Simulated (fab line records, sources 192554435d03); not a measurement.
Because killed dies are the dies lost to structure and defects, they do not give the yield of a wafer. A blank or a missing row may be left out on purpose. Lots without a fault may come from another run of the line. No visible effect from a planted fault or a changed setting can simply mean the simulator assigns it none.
Chamber matching || flow n5 finfet || N5_BEOL_M1_ILD_DEP_00 on pecvd-04 has 3 sister chambers
The step deposits SiOC from DEMS/O2, target thk 79 nm, time 15.3 s. 6 wafers are shown with their chamber, then 10 later ones without.

WAFERS, EACH WITH ITS CHAMBER
{"wafer": "L081.4", "chamber": 2, "throttle valve pct (%)": 11.2, "heater power w (W)": 596}
{"wafer": "L082.1", "chamber": 1, "throttle valve pct (%)": 11.6, "heater power w (W)": 487}
{"wafer": "L082.4", "chamber": 0, "throttle valve pct (%)": 11.8, "heater power w (W)": 428}
{"wafer": "L082.5", "chamber": 1, "throttle valve pct (%)": 11.5, "heater power w (W)": 487}
{"wafer": "L089.1", "chamber": 2, "throttle valve pct (%)": 11.1, "heater power w (W)": 535}
{"wafer": "L089.2", "chamber": 0, "throttle valve pct (%)": 11.9, "heater power w (W)": 444}

WAFERS WITH NO CHAMBER GIVEN
{"wafer": "L089.6", "throttle valve pct (%)": 11.3, "heater power w (W)": 531}
{"wafer": "L091.3", "throttle valve pct (%)": 11.8, "heater power w (W)": 432}
{"wafer": "L091.4", "throttle valve pct (%)": 12.2, "heater power w (W)": 451}
{"wafer": "L091.5", "throttle valve pct (%)": 12.3, "heater power w (W)": 427}
{"wafer": "L093.3", "throttle valve pct (%)": 11.7, "heater power w (W)": 487}
{"wafer": "L093.4", "throttle valve pct (%)": 11.7, "heater power w (W)": 499}
{"wafer": "L093.6", "throttle valve pct (%)": 12.0, "heater power w (W)": 440}
{"wafer": "L095.1", "throttle valve pct (%)": 12.2, "heater power w (W)": 448}
{"wafer": "L095.4", "throttle valve pct (%)": 12.1, "heater power w (W)": 450}
{"wafer": "L095.6", "throttle valve pct (%)": 11.4, "heater power w (W)": 611}

EACH ONE'S CHAMBER
{"wafer": "L089.6", "from the rows above": "can't be placed: 2 or 1", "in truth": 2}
{"wafer": "L091.3", "from the rows above": 0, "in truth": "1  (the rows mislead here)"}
{"wafer": "L091.4", "from the rows above": 0, "in truth": 0}
{"wafer": "L091.5", "from the rows above": 0, "in truth": 0}
{"wafer": "L093.3", "from the rows above": "can't be placed: 1 or 0", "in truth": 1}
{"wafer": "L093.4", "from the rows above": "can't be placed: 1 or 0", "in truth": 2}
{"wafer": "L093.6", "from the rows above": 0, "in truth": 0}
{"wafer": "L095.1", "from the rows above": 0, "in truth": 0}
{"wafer": "L095.4", "from the rows above": 0, "in truth": 0}
{"wafer": "L095.6", "from the rows above": "can't be placed: 2 or 1", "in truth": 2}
Placed correctly: 5 of 10. From these rows, 4 cannot be placed; in 3 the true chamber is one of the candidates. Placed wrongly: 1.
How it was worked out, from the rows above alone: a wafer's distance from a chamber is the root of the sum, over the readings, of the square of ((its reading less the chamber's mean) divided by the reading's scatter). The wafer belongs to the nearest chamber; if the next one is less than 2 further off, it can't be placed. The mean given for a chamber averages the wafers shown for that chamber. The scatter: the root of (the sum of the squares of (reading less its chamber's mean) over the shown wafers, divided by (wafers less chambers)).
